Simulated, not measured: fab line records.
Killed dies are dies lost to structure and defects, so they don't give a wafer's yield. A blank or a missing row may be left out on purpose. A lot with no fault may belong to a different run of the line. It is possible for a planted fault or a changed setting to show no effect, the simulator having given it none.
Struck lot and sound lot, side by side ; flow n5-finfet ; 15 steps out of a route of 1938
Sound: the wafers L175.1, L175.3, L175.5. Wafers L181.2, L181.3, L181.5 were the ones struck. Last of all comes the cause.
For every step that has rows: the tool of each side, followed by ch and its chambers, followed by its first start. Under that, the readings that differ: sound wafers ; struck wafers ; difference of the means ; sigmas: that difference in standard deviations of wafers without a fault.
alike: words and numbers the same on both sides, and readings whose means are apart by under 2 such deviations; not compared: readings that were withheld, readings missing a value for some wafer, numbers with overlapping values and no deviation given by the record, and bounds like >300 which may hide the same value.
The two part at a step that has a row with sigmas, a row that says differs or no value, or rows on one side only. Numbers that have no deviation but don't overlap get no sigmas and don't part them. A reading missing from all wafers of one side parts the sides only when that side holds two or more wafers.

N5_BEOL_M1_ANNEAL_87: time 240 s.
  sound: pvd-sputter-03 at day 8 12:35; struck: pvd-sputter-03 at day 10 02:14
  alike: heater-power-w
then, 1 step without rows for these wafers: N5_BEOL_M1_SPUTTER_88 (material Cu, target thk 4.5 nm, time 8.29 s).
N5_BEOL_M1_ANNEAL_89: time 240 s.
  sound: pvd-sputter-03 at day 8 12:49; struck: pvd-sputter-03 at day 10 02:27
  alike: heater-power-w
then, 2 steps without rows for these wafers: N5_BEOL_M1_SPUTTER_90 (material Cu, target thk 4.5 nm, time 8.29 s); N5_BEOL_M1_ANNEAL_91 (time 240 s).
N5_BEOL_M1_SPUTTER_92: material Cu, target thk 4.5 nm, time 8.29 s.
  sound: pvd-sputter-03 at day 8 13:10; struck: pvd-sputter-03 at day 10 02:49
  alike: throttle-valve-pct
N5_BEOL_M1_ANNEAL_93: time 240 s.
  sound: pvd-sputter-03 at day 8 13:15; struck: pvd-sputter-03 at day 10 02:53
  alike: heater-power-w
then, 4 steps without rows for these wafers: N5_BEOL_M1_SPUTTER_94 (material Cu, target thk 4.5 nm, time 8.29 s); N5_BEOL_M1_ANNEAL_95 (time 240 s); N5_BEOL_M1_SPUTTER_96 (material Cu, target thk 4.5 nm, time 8.29 s); N5_BEOL_M1_ECD_50 (material Cu, target thk 300 nm).
N5_BEOL_M1_ANNEAL_51: time 90 s.
  sound on rtp-anneal-02 ch 0, day 8 18:01; struck on rtp-anneal-02 ch 0, day 10 05:42
  alike: wafer_temp_C_max
N5_BEOL_M1_CMP_52: polishes, stops on SiOC, t overpolish 6.8 s, target thk 40 nm.
  sound on cmp-02 ch 1,3, day 8 18:19; struck on cmp-02 ch 0,2, day 10 05:57
reading;sound;struck;difference;sigmas
barrier-field-endpoint-s (s);25.8 25.5 25.5;21.6 20.7 21.4;-4.4;-8
head-pressure-psi (psi);1.0036 1.0007 0.9997;1.1808 1.1789 1.1758;+0.1772;+77
  alike: clearing-platen-down-force-psi, motor-current-A, overpolish-run-s, time-to-endpoint-s
N5_BEOL_M4_RC_MEAS_101:
  sound on prober-02 ch 0, day 10 02:19; struck on prober-01 ch 0, day 11 20:44
  alike: DIBL_N, DIBL_P, IOFF_N, IOFF_P, ION_N, ION_P, SS_N, SS_P, VT_N, VT_P
after that, 1 step had no rows for these wafers: N5_PASSIVATION_PROBE_49.

## WHERE THEY PART
N5_BEOL_M1_CMP_52 only, going by this record. Later steps at which nothing parts them and some readings are alike: N5_BEOL_M4_RC_MEAS_101.

WHY: the cause the simulator had injected
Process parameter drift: cmp-02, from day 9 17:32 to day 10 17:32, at N5_BEOL_M1_CMP_52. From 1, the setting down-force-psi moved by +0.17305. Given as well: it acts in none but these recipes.
